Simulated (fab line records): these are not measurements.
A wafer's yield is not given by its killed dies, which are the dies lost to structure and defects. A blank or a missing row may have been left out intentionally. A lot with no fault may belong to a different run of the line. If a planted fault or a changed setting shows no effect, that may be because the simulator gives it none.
Chamber matching -- flow nand-harc -- NHARC_A_M1_STRIP_18 on rie-diel-02 has 4 sister chambers
The step strips in N2/H2. 4 wafers are shown with their chamber, then 7 later ones without.

## EACH WAFER AND ITS CHAMBER
wafer,chamber,showerhead-plenum-p-Torr (Torr)
L155.5,0,2.03
L158.5,2,2.09
L166.2,1,2.03
L166.5,3,1.91

## WAFERS MISSING THEIR CHAMBER
wafer,showerhead-plenum-p-Torr (Torr)
L166.6,2.03
L167.1,1.91
L167.4,2.03
L167.5,2.09
L175.2,2.02
L175.4,2.09
L175.6,1.91

## EACH ONE'S CHAMBER
wafer,from the rows above,in truth
L166.6,can't be placed: 0 or 1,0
L167.1,3,3
L167.4,can't be placed: 0 or 1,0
L167.5,2,2
L175.2,can't be placed: 0 or 1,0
L175.4,2,2
L175.6,3,3
Correctly placed: 4 of 7. Unplaceable from these rows: 3, with the true chamber sitting among the candidates in 3. 0 placed wrongly.
How it was worked out, from the rows above alone: a wafer's distance from a chamber is the root of the sum, over the readings, of the square of ((its reading less the chamber's mean) divided by the reading's scatter). If the next closest chamber is less than 2 further off than the closest, the wafer can't be placed; otherwise it belongs to the closest. The mean given for a chamber averages the wafers shown for that chamber. The scatter (one wafer shown for each chamber): square how far every hidden wafer sits from the nearest shown wafer, average those squares and take the square root.
